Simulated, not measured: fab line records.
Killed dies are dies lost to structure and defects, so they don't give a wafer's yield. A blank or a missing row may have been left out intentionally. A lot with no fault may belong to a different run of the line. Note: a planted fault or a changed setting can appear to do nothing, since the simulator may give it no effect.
fab line records    flow n5_finfet
[record] lots = 24  wafers = 72  last_day = 19
route steps=1938 shown WELL_APT@55 PMOS_HMC_CHANNEL_EPI@89 FIN_SAQP@98
lots that met no fault: from a run of the same line without faults
start_h: hours from the record's opening day to when the first of the lot's shown wafers began    wait_h: hours since the lot's step before    " unchanged from the row above    L1.1+2: a single row standing in for several wafers    - no value, or no start was given    * or withheld: withheld    < > ~ a bound
route shown NAME@n: NAME is a module with steps in the file, n the number in the route of the first one    usual: the fault-free wafers' mean and standard deviation    same: alike in all rows    chamber/n: place in a boat    sites: each site's reading    _std_site: the standard deviation of these    _edge_site: inner sites' mean taken away from outer sites' mean    radius_mm: for every site, how far away it sits from the centre of the wafer    mask NAME#n: copy n    behind: tool/chamber where the wafer was last shaped    hold: why the lot went on hold/how many hours it stayed there/how the hold came to an end    device: transistor that didn't switch, given as n, p or np    end of line: tests of these same wafers at the route's end    a step without rows: its recipe alone    killed: not the wafer's yield, but the dies lost to structure and defects at the first sort    map: a wafer's dies, x killed, . not, _ none there
set.NAME: the setting that was run; set.NAME@STEP: the one run at that earlier step    model.NAME: the simulator's own value behind a step, which no gauge read
a sample of lots followed through the steps of the route, with each step as a table and each wafer as a row
services: the hour from which a tool's chamber was out of use, counted from the record's first day as start_h (under 0 if before that day), plus the number of hours and why
[[steps]]
[step N5_WELL_APT_EPI_41]
[recipe] material = Si  target_thk_a = 500  temp_c = 650  precursor = SiH4/H2  pressure_torr = 20  time_s = 297.7
[usual] throttle_valve_pct = 11.2/0.43
lot.wafer  tool          chamber  start_h  wait_h  throttle_valve_pct
L074.2     epi_rpcvd-04  0        16.56    0.1     11.5
L074.3     "             0        "        "       11.8
L074.5     "             0        "        "       12.0
L075.1     epi_rpcvd-02  0        23.93    0.0     11.2
L075.2     "             0        "        "       10.9
L075.6     "             0        "        "       10.9
L076.1     epi_rpcvd-03  0        27.91    0.0     10.7
L076.3     "             0        "        "       10.7
L076.6     "             0        "        "       10.8
L077.1     epi_rpcvd-02  0        35.85    0.0     10.7
L077.4     "             0        "        "       11.4
L077.5     "             0        "        "       10.8
L078.1     epi_rpcvd-04  0        40.30    0.0     11.8
L078.3     "             0        "        "       11.7
L078.5     "             0        "        "       11.8
L079.1     epi_rpcvd-03  0        46.63    0.0     10.8
L079.4     "             0        "        "       10.7
L079.6     "             0        "        "       11.0
L080.2     epi_rpcvd-02  0        52.85    0.1     11.0
L080.5     "             0        "        "       11.0
L080.6     "             0        "        "       10.8
L081.1     epi_rpcvd-02  0        58.90    0.0     10.8
L081.3     "             0        "        "       11.1
L081.6     "             0        "        "       10.8
L082.2     epi_rpcvd-04  0        65.56    0.1     11.9
L082.4     "             0        "        "       11.8
L082.5     "             0        "        "       11.8
L083.1     epi_rpcvd-02  0        71.03    0.0     11.0
L083.4     "             0        "        "       11.0
L083.5     "             0        "        "       11.2
L084.1     epi_rpcvd-04  0        76.66    0.0     11.6
L084.5     "             0        "        "       11.7
L084.6     "             0        "        "       11.5
L085.1     epi_rpcvd-02  0        82.09    0.0     10.9
L085.4     "             0        "        "       11.1
L085.5     "             0        "        "       10.7
L086.1     epi_rpcvd-04  0        87.99    0.0     11.8
L086.2     "             0        "        "       11.9
L086.4     "             0        "        "       11.8
L087.1     epi_rpcvd-03  0        94.19    0.0     10.7
L087.5     "             0        "        "       10.7
L087.6     "             0        "        "       10.7
L088.2     epi_rpcvd-03  0        100.88   0.1     10.6
L088.3     "             0        "        "       10.8
L088.5     "             0        "        "       10.9
L089.1     epi_rpcvd-02  0        106.54   0.0     11.0
L089.3     "             0        "        "       11.0
L089.4     "             0        "        "       11.1
L090.4     epi_rpcvd-04  0        112.65   0.4     11.6
L090.5     "             0        "        "       11.9
L090.6     "             0        "        "       12.0
L091.1     epi_rpcvd-03  0        118.06   0.0     11.0
L091.2     "             0        "        "       11.0
L091.4     "             0        "        "       11.0
L092.4     epi_rpcvd-02  0        124.25   0.3     10.9
L092.5     "             0        "        "       11.0
L092.6     "             0        "        "       11.3
L093.2     epi_rpcvd-04  0        130.45   0.2     11.6
L093.3     "             0        "        "       11.8
L093.5     "             0        "        "       11.5
L094.1     epi_rpcvd-02  0        136.21   0.0     10.8
L094.2     "             0        "        "       11.1
L094.3     "             0        "        "       10.8
L095.1     epi_rpcvd-04  0        142.33   0.0     11.9
L095.3     "             0        "        "       11.8
L095.5     "             0        "        "       11.7
L096.1     epi_rpcvd-02  0        148.02   0.0     10.9
L096.5     "             0        "        "       10.9
L096.6     "             0        "        "       11.1
L097.1     epi_rpcvd-04  0        153.82   0.0     12.0
L097.3     "             0        "        "       11.8
L097.5     "             0        "        "       11.8
[step N5_PMOS_HMC_CHANNEL_EPI_INSPECT_30]
[recipe] inspect_instrument = darkfield  mode = post_epi
[usual] raw_defect_count = 18/6.1
lot.wafer  tool               chamber  start_h  wait_h  raw_defect_count
L074.2     defect_inspect-02  -        20.97    0.0     25
L074.3     "                  -        "        "       11
L074.5     "                  -        "        "       19
L075.1     defect_inspect-02  -        28.07    0.0     21
L075.2     "                  -        "        "       23
L075.6     "                  -        "        "       30
L076.1     defect_inspect-02  -        31.82    0.0     18
L076.3     "                  -        "        "       12
L076.6     "                  -        "        "       16
L077.1     defect_inspect-01  -        39.76    0.0     34
L077.4     "                  -        "        "       14
L077.5     "                  -        "        "       23
L078.1     defect_inspect-02  -        44.32    0.0     24
L078.3     "                  -        "        "       24
L078.5     "                  -        "        "       24
L079.1     defect_inspect-01  -        50.48    0.0     16
L079.4     "                  -        "        "       13
L079.6     "                  -        "        "       13
L080.2     defect_inspect-01  -        56.69    0.0     17
L080.5     "                  -        "        "       29
L080.6     "                  -        "        "       14
L081.1     defect_inspect-01  -        62.69    0.0     10
L081.3     "                  -        "        "       17
L081.6     "                  -        "        "       29
L082.2     defect_inspect-01  -        69.62    0.0     6
L082.4     "                  -        "        "       18
L082.5     "                  -        "        "       12
L083.1     defect_inspect-01  -        74.98    0.0     15
L083.4     "                  -        "        "       20
L083.5     "                  -        "        "       25
L084.1     defect_inspect-02  -        80.87    0.0     23
L084.5     "                  -        "        "       18
L084.6     "                  -        "        "       19
L085.1     defect_inspect-01  -        86.43    0.0     13
L085.4     "                  -        "        "       23
L085.5     "                  -        "        "       13
L086.1     defect_inspect-01  -        92.33    0.0     12
L086.2     "                  -        "        "       14
L086.4     "                  -        "        "       23
L087.1     defect_inspect-02  -        98.79    0.0     36
L087.5     "                  -        "        "       11
L087.6     "                  -        "        "       34
L088.2     defect_inspect-02  -        104.97   0.0     22
L088.3     "                  -        "        "       19
L088.5     "                  -        "        "       24
L089.1     defect_inspect-01  -        110.86   0.0     15
L089.3     "                  -        "        "       22
L089.4     "                  -        "        "       9
L090.4     defect_inspect-02  -        116.46   0.0     21
L090.5     "                  -        "        "       19
L090.6     "                  -        "        "       11
L091.1     defect_inspect-01  -        122.39   0.0     25
L091.2     "                  -        "        "       25
L091.4     "                  -        "        "       23
L092.4     defect_inspect-01  -        128.33   0.0     15
L092.5     "                  -        "        "       13
L092.6     "                  -        "        "       19
L093.2     defect_inspect-02  -        134.42   0.0     17
L093.3     "                  -        "        "       21
L093.5     "                  -        "        "       30
L094.1     defect_inspect-01  -        140.40   0.0     16
L094.2     "                  -        "        "       17
L094.3     "                  -        "        "       16
L095.1     defect_inspect-02  -        146.55   0.0     16
L095.3     "                  -        "        "       20
L095.5     "                  -        "        "       16
L096.1     defect_inspect-02  -        153.06   0.0     8
L096.5     "                  -        "        "       16
L096.6     "                  -        "        "       13
L097.1     defect_inspect-01  -        158.15   0.0     14
L097.3     "                  -        "        "       18
L097.5     "                  -        "        "       14
[step N5_FIN_SAQP_PECVD_47]
[recipe] material = a-Si  target_thk_a = 450  temp_c = 400  precursor = SiH4/He  pressure_torr = 3  rf_w = 100  time_s = 36.3
[usual] heater_power_outer_w = 524/52  heater_power_w = 851/93  showerhead_plenum_p_Torr = 5.65/0.06  showerhead_vpp_V = 630/46  throttle_valve_pct = 17.6/0.63
lot.wafer  tool      chamber  start_h  wait_h  heater_power_outer_w  heater_power_w  showerhead_plenum_p_Torr  showerhead_vpp_V  throttle_valve_pct
L074.2     pecvd-01  0        21.80    0.0     601                   971             5.75                      534               16.5
L074.3     "         1        "        "       466                   776             5.63                      685               18.3
L074.5     "         2        "        "       516                   792             5.61                      611               17.6
L075.1     pecvd-01  0        28.77    0.0     511                   850             5.76                      540               16.5
L075.2     "         2        "        "       420                   656             5.61                      617               17.4
L075.6     "         1        "        "       419                   721             5.63                      694               18.9
L076.1     pecvd-01  2        32.55    0.0     505                   786             5.61                      621               17.6
L076.3     "         0        "        "       582                   923             5.76                      546               16.4
L076.6     "         2        "        "       523                   793             5.62                      603               17.5
L077.1     pecvd-01  1        40.87    0.0     523                   831             5.63                      698               18.5
L077.4     "         2        "        "       506                   768             5.61                      599               17.6
L077.5     "         0        "        "       571                   912             5.74                      539               16.6
L078.1     pecvd-03  1        45.00    0.0     549                   950             5.65                      595               17.9
L078.3     "         1        "        "       537                   926             5.67                      601               17.7
L078.5     "         0        "        "       522                   792             5.61                      643               17.4
L079.1     pecvd-02  1        52.06    0.0     495                   772             5.67                      634               17.6
L079.4     "         0        "        "       540                   931             5.68                      669               17.9
L079.6     "         2        "        "       632                   997             5.71                      634               17.2
L080.2     pecvd-03  2        57.90    0.0     472                   822             5.54                      692               17.0
L080.5     "         1        "        "       631                   1037            5.65                      604               18.0
L080.6     "         2        "        "       470                   833             5.53                      675               17.3
L081.1     pecvd-03  2        63.46    0.0     553                   935             5.52                      682               17.4
L081.3     "         2        "        "       559                   950             5.53                      674               17.1
L081.6     "         0        "        "       516                   771             5.62                      638               17.3
L082.2     pecvd-02  1        70.30    0.0     516                   827             5.68                      634               17.9
L082.4     "         2        "        "       574                   930             5.72                      640               17.2
L082.5     "         0        "        "       522                   886             5.66                      656               18.4
L083.1     pecvd-01  1        75.88    0.0     499                   845             5.62                      679               18.4
L083.4     "         0        "        "       631                   986             5.76                      541               16.4
L083.5     "         2        "        "       491                   764             5.61                      609               17.5
L084.1     pecvd-02  2        81.74    0.0     533                   909             5.71                      645               17.3
L084.5     "         0        "        "       501                   835             5.68                      642               18.3
L084.6     "         2        "        "       548                   879             5.72                      649               17.0
L085.1     pecvd-01  0        87.43    0.0     572                   921             5.75                      546               16.8
L085.4     "         2        "        "       487                   765             5.61                      602               17.4
L085.5     "         0        "        "       589                   947             5.75                      544               16.6
L086.1     pecvd-03  1        93.00    0.0     556                   938             5.66                      619               17.7
L086.2     "         0        "        "       524                   775             5.61                      644               17.5
L086.4     "         2        "        "       557                   919             5.53                      684               17.2
L087.1     pecvd-03  2        100.77   0.0     495                   869             5.53                      691               17.1
L087.5     "         2        "        "       497                   853             5.54                      692               17.5
L087.6     "         1        "        "       588                   1004            5.66                      602               17.9
L088.2     pecvd-03  0        105.69   0.0     512                   791             5.62                      632               17.6
L088.3     "         1        "        "       588                   957             5.66                      604               18.2
L088.5     "         0        "        "       516                   793             5.61                      631               17.7
L089.1     pecvd-03  0        111.63   0.0     507                   768             5.61                      646               17.7
L089.3     "         1        "        "       569                   956             5.66                      596               18.0
L089.4     "         0        "        "       506                   757             5.63                      627               17.4
L090.4     pecvd-02  2        117.33   0.1     555                   939             5.72                      655               17.3
L090.5     "         1        "        "       435                   706             5.68                      629               17.9
L090.6     "         0        "        "       525                   895             5.65                      660               18.1
L091.1     pecvd-01  1        123.06   0.0     476                   805             5.63                      680               18.4
L091.2     "         2        "        "       523                   774             5.61                      609               17.6
L091.4     "         2        "        "       403                   664             5.62                      603               17.7
L092.4     pecvd-01  0        129.12   0.1     602                   930             5.76                      554               16.4
L092.5     "         1        "        "       443                   746             5.62                      679               18.7
L092.6     "         2        "        "       467                   724             5.60                      607               17.5
L093.2     pecvd-01  0        135.14   0.0     604                   978             5.76                      538               16.5
L093.3     "         2        "        "       467                   722             5.60                      603               17.6
L093.5     "         2        "        "       481                   733             5.61                      613               17.4
L094.1     pecvd-02  1        141.06   0.0     450                   754             5.67                      637               17.7
L094.2     "         0        "        "       508                   906             5.68                      659               18.2
L094.3     "         2        "        "       607                   1000            5.70                      637               17.4
L095.1     pecvd-02  0        147.24   0.0     557                   936             5.67                      651               18.0
L095.3     "         2        "        "       630                   1035            5.70                      643               17.5
L095.5     "         0        "        "       542                   938             5.68                      662               18.1
L096.1     pecvd-01  1        153.73   0.0     483                   830             5.62                      690               18.4
L096.5     "         1        "        "       515                   850             5.64                      696               18.3
L096.6     "         2        "        "       485                   753             5.60                      599               17.6
L097.1     pecvd-01  1        158.82   0.0     510                   829             5.61                      684               18.8
L097.3     "         2        "        "       495                   797             5.59                      603               17.6
L097.5     "         2        "        "       422                   660             5.61                      606               17.8
[step N5_FIN_SAQP_CD_MEAS_16]
[recipe] target_cd_nm = 35.6  landing_energy_ev = 500  detector = se_inlens
[usual] cd_nm = 35.7/0.31
lot.wafer  tool       chamber  start_h  wait_h  cd_nm
L074.2     cd_sem-02  0        22.34    -       35.9
L074.3     "          0        "        "       36.3
L074.5     "          0        "        "       35.6
L075.1     cd_sem-01  0        29.33    -       35.5
L075.2     "          0        "        "       35.5
L075.6     "          0        "        "       35.9
L076.1     cd_sem-01  0        33.24    -       35.9
L076.3     "          0        "        "       36.0
L076.6     "          0        "        "       35.6
L077.1     cd_sem-01  0        41.40    -       35.9
L077.4     "          0        "        "       36.0
L077.5     "          0        "        "       35.5
L078.1     cd_sem-02  0        45.72    -       35.6
L078.3     "          0        "        "       35.7
L078.5     "          0        "        "       35.4
L079.1     cd_sem-01  0        52.71    -       35.8
L079.4     "          0        "        "       35.6
L079.6     "          0        "        "       35.7
L080.2     cd_sem-03  0        58.56    -       36.0
L080.5     "          0        "        "       36.1
L080.6     "          0        "        "       36.4
L081.1     cd_sem-01  0        64.09    -       35.4
L081.3     "          0        "        "       36.3
L081.6     "          0        "        "       35.7
L082.2     cd_sem-02  0        70.83    -       35.3
L082.4     "          0        "        "       36.4
L082.5     "          0        "        "       35.9
L083.1     cd_sem-01  0        76.41    -       35.5
L083.4     "          0        "        "       35.6
L083.5     "          0        "        "       35.8
L084.1     cd_sem-01  0        82.27    -       35.5
L084.5     "          0        "        "       35.2
L084.6     "          0        "        "       35.4
L085.1     cd_sem-03  0        88.08    -       36.1
L085.4     "          0        "        "       35.5
L085.5     "          0        "        "       36.6
L086.1     cd_sem-01  0        93.65    -       35.6
L086.2     "          0        "        "       35.2
L086.4     "          0        "        "       35.5
L087.1     cd_sem-01  0        101.44   -       35.8
L087.5     "          0        "        "       35.8
L087.6     "          0        "        "       36.0
L088.2     cd_sem-03  0        106.22   -       35.5
L088.3     "          0        "        "       34.8
L088.5     "          0        "        "       35.2
L089.1     cd_sem-02  0        112.16   -       35.9
L089.3     "          0        "        "       35.6
L089.4     "          0        "        "       35.9
L090.4     cd_sem-01  0        117.84   -       35.3
L090.5     "          0        "        "       35.5
L090.6     "          0        "        "       35.3
L091.1     cd_sem-01  0        123.59   -       35.9
L091.2     "          0        "        "       35.6
L091.4     "          0        "        "       35.7
L092.4     cd_sem-03  0        129.77   -       35.6
L092.5     "          0        "        "       36.1
L092.6     "          0        "        "       35.8
L093.2     cd_sem-01  0        135.80   -       36.2
L093.3     "          0        "        "       35.6
L093.5     "          0        "        "       35.5
L094.1     cd_sem-02  0        141.59   -       35.7
L094.2     "          0        "        "       35.7
L094.3     "          0        "        "       35.8
L095.1     cd_sem-02  0        147.90   -       35.6
L095.3     "          0        "        "       35.4
L095.5     "          0        "        "       35.7
L096.1     cd_sem-03  0        154.33   -       35.6
L096.5     "          0        "        "       35.9
L096.6     "          0        "        "       35.9
L097.1     cd_sem-02  0        159.34   -       36.0
L097.3     "          0        "        "       36.1
L097.5     "          0        "        "       36.1
[step N5_FIN_SAQP_ETCH_52]
[recipe] chemistry = N2/H2  target = SOC  target_depth_a = 1000  overetch_a = 200  mask_material = SiARC  temp_c = 40  time_s = 150  ion_energy_ev = 200  pressure_mtorr = 30  source_w = 840  bias_w = 150  n2_flow_sccm = 200  h2_flow_sccm = 200  ends = end_point
[usual] drypump_motor_current_A = 5.6/0.44  oes_product_au = 0.71/0.083  rf_vpp_V = 523.3/2.5  showerhead_plenum_p_Torr = 2.52/0.087  throttle_valve_pct = 17.81/0.29
lot.wafer  tool         chamber  start_h  wait_h  drypump_motor_current_A  oes_product_au  rf_hours_counter_h  rf_vpp_V  showerhead_plenum_p_Torr  throttle_valve_pct
L074.2     rie_diel-03  0        22.53    0.0     5.4                      0.73            83                  522.1     2.47                      17.70
L074.3     "            3        "        "       5.5                      0.77            38                  528.5     2.70                      17.53
L074.5     "            1        "        "       5.3                      0.61            -                   521.2     2.38                      17.74
L075.1     rie_diel-01  3        29.51    0.0     5.0                      0.62            235                 525.1     2.60                      17.91
L075.2     "            2        "        "       5.9                      0.66            177                 520.1     2.42                      17.90
L075.6     "            1        "        "       5.2                      0.66            -                   525.9     2.64                      17.91
L076.1     rie_diel-04  0        34.22    0.0     5.1                      0.64            210                 523.4     2.50                      17.90
L076.3     "            3        "        "       5.8                      0.63            219                 520.9     2.41                      18.22
L076.6     "            2        "        "       5.4                      0.78            -                   526.0     2.58                      17.31
L077.1     rie_diel-04  3        41.71    0.0     5.8                      0.63            221                 520.5     2.41                      18.21
L077.4     "            2        "        "       5.4                      0.78            43                  526.7     2.58                      17.32
L077.5     "            3        "        "       5.8                      0.63            -                   521.0     2.41                      18.21
L078.1     rie_diel-01  2        45.91    0.0     5.9                      0.65            184                 522.5     2.42                      17.92
L078.3     "            3        "        "       5.0                      0.62            241                 527.2     2.59                      17.93
L078.5     "            0        "        "       5.5                      0.63            -                   523.1     2.50                      18.02
L079.1     rie_diel-04  1        53.04    0.0     6.5                      0.84            6                   522.6     2.49                      18.01
L079.4     "            3        "        "       5.9                      0.63            225                 519.8     2.41                      18.22
L079.6     "            1        "        "       6.5                      0.85            -                   522.4     2.49                      18.02
L080.2     rie_diel-03  3        58.74    0.0     5.5                      0.75            53                  527.6     2.70                      17.57
L080.5     "            3        "        "       5.5                      0.75            -                   526.9     2.70                      17.57
L080.6     "            0        "        "       5.4                      0.72            -                   520.1     2.47                      17.74
L081.1     rie_diel-04  2        64.28    0.0     5.4                      0.77            51                  525.4     2.58                      17.32
L081.3     "            0        "        "       5.1                      0.62            222                 523.6     2.50                      17.92
L081.6     "            0        "        "       5.1                      0.62            -                   523.1     2.50                      17.91
L082.2     rie_diel-04  2        71.02    0.0     5.4                      0.78            52                  524.0     2.58                      17.33
L082.4     "            0        "        "       5.1                      0.62            224                 523.7     2.50                      17.90
L082.5     "            3        "        "       5.9                      0.63            -                   520.6     2.40                      18.21
L083.1     rie_diel-03  0        76.63    0.0     5.4                      0.72            105                 521.2     2.47                      17.75
L083.4     "            1        "        "       5.4                      0.85            6                   528.7     2.70                      17.30
L083.5     "            2        "        "       5.6                      0.70            -                   521.2     2.47                      17.91
L084.1     rie_diel-03  2        82.96    0.0     5.6                      0.70            94                  521.7     2.47                      17.92
L084.5     "            3        "        "       5.5                      0.73            -                   527.1     2.69                      17.58
L084.6     "            2        "        "       5.6                      0.70            -                   522.0     2.47                      17.92
L085.1     rie_diel-04  3        88.27    0.0     5.8                      0.62            238                 520.0     2.40                      18.24
L085.4     "            2        "        "       5.4                      0.76            -                   523.4     2.57                      17.36
L085.5     "            0        "        "       5.1                      0.62            -                   522.4     2.49                      17.94
L086.1     rie_diel-04  3        93.84    0.0     5.9                      0.62            240                 520.1     2.40                      18.23
L086.2     "            0        "        "       5.1                      0.62            233                 522.9     2.49                      17.93
L086.4     "            1        "        "       6.5                      0.83            17                  523.2     2.49                      18.02
L087.1     rie_diel-01  0        101.63   0.0     5.4                      0.62            241                 521.7     2.49                      18.03
L087.5     "            3        "        "       5.0                      0.89            -                   527.1     2.59                      17.42
L087.6     "            0        "        "       5.5                      0.62            -                   523.0     2.49                      18.05
L088.2     rie_diel-03  3        106.52   0.0     5.5                      0.74            69                  525.3     2.69                      17.60
L088.3     "            1        "        "       5.3                      0.83            17                  528.3     2.69                      17.34
L088.5     "            1        "        "       5.3                      0.83            -                   527.9     2.69                      17.34
L089.1     rie_diel-04  2        112.46   0.0     5.4                      0.76            67                  524.8     2.57                      17.37
L089.3     "            3        "        "       5.9                      0.61            246                 520.2     2.40                      18.25
L089.4     "            0        "        "       5.1                      0.61            241                 522.2     2.49                      17.96
L090.4     rie_diel-04  1        118.02   0.0     6.5                      0.80            27                  522.4     2.48                      18.05
L090.5     "            2        "        "       5.4                      0.75            -                   523.9     2.57                      17.36
L090.6     "            3        "        "       5.9                      0.62            -                   520.0     2.40                      18.24
L091.1     rie_diel-04  1        124.17   0.0     6.5                      0.80            28                  523.2     2.48                      18.05
L091.2     "            0        "        "       5.1                      0.62            244                 522.2     2.49                      17.95
L091.4     "            3        "        "       5.9                      0.62            249                 519.8     2.40                      18.26
L092.4     rie_diel-04  2        129.99   0.0     5.5                      0.75            -                   525.1     2.57                      17.37
L092.5     "            1        "        "       6.5                      0.80            -                   522.5     2.48                      18.05
L092.6     "            0        "        "       5.1                      0.62            -                   524.1     2.49                      17.95
L093.2     rie_diel-04  2        135.98   0.0     5.5                      0.75            76                  525.4     2.57                      17.37
L093.3     "            0        "        "       5.1                      0.61            248                 522.3     2.49                      17.96
L093.5     "            1        "        "       6.5                      0.79            -                   521.0     2.48                      18.06
L094.1     rie_diel-04  1        141.78   0.0     6.5                      0.79            36                  521.7     2.48                      18.06
L094.2     "            2        "        "       5.4                      0.74            79                  523.6     2.57                      17.37
L094.3     "            0        "        "       5.1                      0.62            251                 523.6     2.48                      17.95
L095.1     rie_diel-01  1        148.08   0.0     5.3                      0.62            248                 525.5     2.62                      17.99
L095.3     "            3        "        "       4.9                      0.82            19                  527.2     2.58                      17.47
L095.5     "            2        "        "       6.0                      0.62            -                   520.1     2.40                      17.99
L096.1     rie_diel-03  1        154.53   0.0     5.4                      0.81            28                  528.3     2.69                      17.35
L096.5     "            2        "        "       5.6                      0.68            -                   520.9     2.46                      17.95
L096.6     "            1        "        "       5.4                      0.80            -                   527.3     2.69                      17.34
L097.1     rie_diel-01  0        159.53   0.0     5.5                      0.82            5                   521.6     2.49                      17.65
L097.3     "            3        "        "       5.0                      0.82            22                  527.5     2.58                      17.46
L097.5     "            3        "        "       5.0                      0.82            -                   525.3     2.58                      17.46
[step N5_FIN_SAQP_MANDREL2_REMOVE_60]
[recipe] chemistry = HBr/Cl2/O2  bt_time_s = 10  target = a-Si  stop_on = SiNx  endpoint = OES-SiCl  over_etch_frac = 1  icp_w = 600  bias_w = 22  HBr_flow_sccm = 150  Cl2_flow_sccm = 80  O2_flow_sccm = 5  pressure_mtorr = 10
[usual] drypump_motor_current_A = 5.8/0.47  oes_product_au = 1.011/0.0099  throttle_valve_pct = 36.7/0.34
[same] bt_time_s = 10
lot.wafer  tool       chamber  start_h  wait_h  drypump_motor_current_A  oes_product_au  rf_hours_counter_h  throttle_valve_pct
L074.2     rie_si-03  0        26.01    0.1     6.3                      1.018           204                 37.1
L074.3     "          3        "        "       5.8                      0.995           1                   37.6
L074.5     "          0        "        "       6.3                      1.026           -                   37.1
L075.1     rie_si-05  0        33.56    0.1     5.6                      1.022           41                  36.7
L075.2     "          3        "        "       6.1                      1.005           88                  37.0
L075.6     "          0        "        "       5.6                      1.003           -                   36.7
L076.1     rie_si-04  1        38.90    0.1     6.4                      1.025           175                 36.9
L076.3     "          0        "        "       5.2                      1.012           176                 36.4
L076.6     "          0        "        "       5.2                      1.003           -                   36.4
L077.1     rie_si-03  2        45.37    0.1     5.1                      1.014           119                 36.6
L077.4     "          0        "        "       6.3                      1.026           204                 37.1
L077.5     "          0        "        "       6.3                      1.027           -                   37.1
L078.1     rie_si-04  1        50.01    0.1     6.4                      1.016           175                 36.9
L078.3     "          0        "        "       5.2                      1.006           176                 36.4
L078.5     "          1        "        "       6.4                      1.018           -                   36.9
L079.1     rie_si-04  1        57.30    0.1     6.4                      1.016           175                 36.9
L079.4     "          2        "        "       5.8                      1.002           150                 36.9
L079.6     "          1        "        "       6.4                      1.021           -                   36.9
L080.2     rie_si-05  1        62.34    0.1     5.6                      1.003           113                 36.4
L080.5     "          2        "        "       6.3                      1.007           -                   36.4
L080.6     "          3        "        "       6.1                      1.010           -                   37.1
L081.1     rie_si-05  2        68.73    0.1     6.3                      1.016           128                 36.4
L081.3     "          3        "        "       6.1                      1.003           89                  37.0
L081.6     "          1        "        "       5.6                      0.996           -                   36.4
L082.2     rie_si-05  0        74.57    0.1     5.6                      1.013           41                  36.7
L082.4     "          2        "        "       6.3                      1.024           -                   36.4
L082.5     "          0        "        "       5.6                      1.020           -                   36.7
L083.1     rie_si-03  0        80.33    0.1     6.3                      1.013           0                   36.9
L083.4     "          3        "        "       5.8                      0.990           2                   37.6
L083.5     "          0        "        "       6.3                      0.995           -                   36.9
L084.1     rie_si-05  3        87.47    0.1     6.1                      1.016           89                  37.0
L084.5     "          1        "        "       5.6                      1.012           -                   36.3
L084.6     "          2        "        "       6.3                      1.018           -                   36.4
L085.1     rie_si-05  1        93.19    0.1     5.6                      1.006           114                 36.4
L085.4     "          3        "        "       6.1                      1.004           89                  37.0
L085.5     "          0        "        "       5.6                      1.007           -                   36.7
L086.1     rie_si-03  0        97.37    0.1     6.3                      1.005           0                   36.9
L086.2     "          3        "        "       5.8                      0.992           2                   37.6
L086.4     "          1        "        "       5.0                      1.005           46                  36.3
L087.1     rie_si-04  1        106.08   0.1     6.3                      1.027           176                 36.9
L087.5     "          0        "        "       5.2                      1.011           -                   36.4
L087.6     "          1        "        "       6.4                      1.033           -                   37.0
L088.2     rie_si-03  1        111.34   0.1     5.0                      1.006           46                  36.3
L088.3     "          3        "        "       5.9                      0.985           2                   37.6
L088.5     "          2        "        "       5.1                      1.014           -                   36.5
L089.1     rie_si-05  3        117.44   0.1     6.0                      1.015           89                  37.0
L089.3     "          1        "        "       5.6                      1.000           115                 36.4
L089.4     "          2        "        "       6.3                      1.000           129                 36.4
L090.4     rie_si-03  3        121.86   0.1     5.8                      0.999           -                   37.6
L090.5     "          0        "        "       6.3                      1.013           -                   36.9
L090.6     "          2        "        "       5.1                      1.015           -                   36.5
L091.1     rie_si-04  3        127.66   0.1     6.6                      1.022           49                  36.8
L091.2     "          1        "        "       6.3                      1.025           176                 36.9
L091.4     "          0        "        "       5.2                      1.013           178                 36.4
L092.4     rie_si-05  3        134.59   0.0     6.1                      1.009           90                  37.0
L092.5     "          1        "        "       5.6                      1.007           -                   36.4
L092.6     "          0        "        "       5.6                      1.012           -                   36.7
L093.2     rie_si-04  1        140.00   0.1     6.4                      1.027           177                 36.9
L093.3     "          3        "        "       6.5                      1.020           49                  36.8
L093.5     "          3        "        "       6.5                      1.023           -                   36.8
L094.1     rie_si-05  1        146.33   0.1     5.6                      1.004           115                 36.4
L094.2     "          2        "        "       6.3                      1.014           130                 36.4
L094.3     "          0        "        "       5.6                      1.011           43                  36.7
L095.1     rie_si-04  1        152.53   0.1     6.4                      1.021           177                 36.9
L095.3     "          3        "        "       6.5                      1.020           49                  36.8
L095.5     "          0        "        "       5.2                      1.008           -                   36.4
L096.1     rie_si-05  0        157.96   0.1     5.6                      1.009           43                  36.7
L096.5     "          1        "        "       5.6                      1.013           -                   36.4
L096.6     "          0        "        "       5.6                      1.013           -                   36.7
L097.1     rie_si-04  0        162.97   0.1     5.2                      1.008           178                 36.4
L097.3     "          3        "        "       6.5                      1.019           49                  36.8
L097.5     "          1        "        "       6.4                      1.019           -                   37.0
[[services]]
tool          chamber  start_h  hours  kind
rie_si-05     -        -3.03    0.3    repair
rie_diel-04   0        -0.43    1.5    repair
rie_diel-03   2        3.23     6.0    repair
rie_diel-01   -        7.89     15.6   pm
pecvd-01      2        8.58     4.8    repair
pecvd-01      -        12.15    6.0    pm
pecvd-03      -        13.75    0.9    repair
pecvd-02      -        17.60    1.1    repair
rie_diel-04   1        22.90    -      clean
rie_si-03     -        26.89    2.6    repair
rie_diel-01   3        32.21    1.2    repair
rie_diel-04   3        35.70    3.2    repair
rie_si-03     1        41.53    2.1    repair
rie_diel-01   1        44.79    3.1    repair
rie_si-03     -        54.11    4.0    pm
rie_si-04     -        61.52    0.4    repair
rie_si-05     3        70.10    7.6    repair
rie_diel-04   1        80.43    8.6    repair
rie_diel-01   2        88.49    2.0    repair
epi_rpcvd-04  -        93.51    2.7    repair
rie_diel-03   -        111.08   2.8    pm
rie_si-03     1        120.04   5.0    repair
rie_si-03     3        147.99   2.1    repair
rie_diel-03   0        149.41   9.5    repair
[[key]]
fault none
